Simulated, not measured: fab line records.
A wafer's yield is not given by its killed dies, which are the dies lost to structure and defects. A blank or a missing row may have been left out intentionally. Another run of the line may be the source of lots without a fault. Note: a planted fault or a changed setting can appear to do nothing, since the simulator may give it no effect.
Chamber matching | flow nand_harc | NHARC_A_CHANNEL_FILL_D2_STRIP_28 on rie_diel-02 has 4 sister chambers
The step strips in O2, time 20 s. 18 wafers are shown with their chamber, then 9 later ones without.

## WAFERS PAIRED WITH THEIR CHAMBERS
wafer  | chamber | drypump_motor_current_A (A) | oes_product_au (a.u.) | o2_flow_sccm (sccm)
L075.1 | 0       | 6.0                         | 0.986                 | 500.9
L075.4 | 1       | 5.8                         | 1.018                 | 497.8
L075.5 | 2       | 6.0                         | 1.001                 | 502.8
L077.2 | 3       | 6.1                         | 1.001                 | 501.7
L077.4 | 1       | 5.8                         | 1.015                 | 500.3
L077.5 | 0       | 6.0                         | 0.984                 | 498.2
L078.1 | 0       | 6.0                         | 0.990                 | 500.1
L078.2 | 1       | 5.8                         | 1.011                 | 499.9
L078.6 | 3       | 6.1                         | 1.010                 | 500.4
L079.2 | 2       | 6.0                         | 0.999                 | 501.6
L079.4 | 0       | 6.0                         | 0.992                 | 502.5
L079.5 | 1       | 5.8                         | 1.016                 | 499.7
L080.1 | 1       | 5.8                         | 1.020                 | 497.1
L080.2 | 2       | 5.9                         | 1.000                 | 501.5
L080.6 | 3       | 6.1                         | 1.016                 | 500.0
L083.3 | 1       | 5.8                         | 1.010                 | 498.6
L083.4 | 3       | 6.1                         | 0.994                 | 497.2
L083.6 | 1       | 5.8                         | 1.024                 | 500.7

SIGNATURES, as means of the wafers listed above
reading                 | chamber 0 | chamber 1 | chamber 2 | chamber 3 | scatter within a chamber
drypump_motor_current_A | 6.000     | 5.800     | 5.967     | 6.100     | 0.0218
oes_product_au          | 0.98800   | 1.01629   | 1.00000   | 1.00525   | 0.0058
o2_flow_sccm            | 500.425   | 499.157   | 501.967   | 499.825   | 1.52
Rule: for a wafer and a chamber, the distance is found by dividing, reading by reading, the gap between the wafer's reading and the chamber's mean by the reading's scatter, squaring, summing and taking the root. If the next closest chamber is less than 2 further off than the closest, the wafer can't be placed; otherwise it belongs to the closest. How the scatter is found: for the shown wafers, subtract from each reading the mean of its chamber, square and add these, divide the total by (wafers less chambers), then take the root.

## WAFERS MISSING THEIR CHAMBER
wafer  | drypump_motor_current_A (A) | oes_product_au (a.u.) | o2_flow_sccm (sccm)
L085.2 | 5.8                         | 1.020                 | 498.8
L085.3 | 6.0                         | 1.006                 | 500.1
L085.6 | 5.9                         | 1.001                 | 500.0
L090.2 | 6.1                         | 1.007                 | 502.0
L090.4 | 6.0                         | 1.011                 | 500.7
L090.5 | 6.0                         | 1.014                 | 498.5
L092.2 | 6.0                         | 0.992                 | 498.8
L092.4 | 5.8                         | 1.016                 | 500.1
L092.6 | 5.9                         | 1.004                 | 500.4

## WHICH CHAMBER EACH WENT THROUGH
wafer  | from the rows above          | in truth
L085.2 | 1                            | 1
L085.3 | can't be placed: 2 or 0      | 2
L085.6 | can't be placed: 2 or 0 or 1 | 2
L090.2 | 3                            | 3
L090.4 | can't be placed: 2 or 0      | 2
L090.5 | can't be placed: 2 or 0 or 3 | 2
L092.2 | can't be placed: 0 or 2      | 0
L092.4 | 1                            | 1
L092.6 | can't be placed: 2 or 1      | 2
3 of 9 placed correctly. Cannot be placed on the basis of these rows: 6; the candidates contain the true chamber in 6. Wrongly placed: 0.
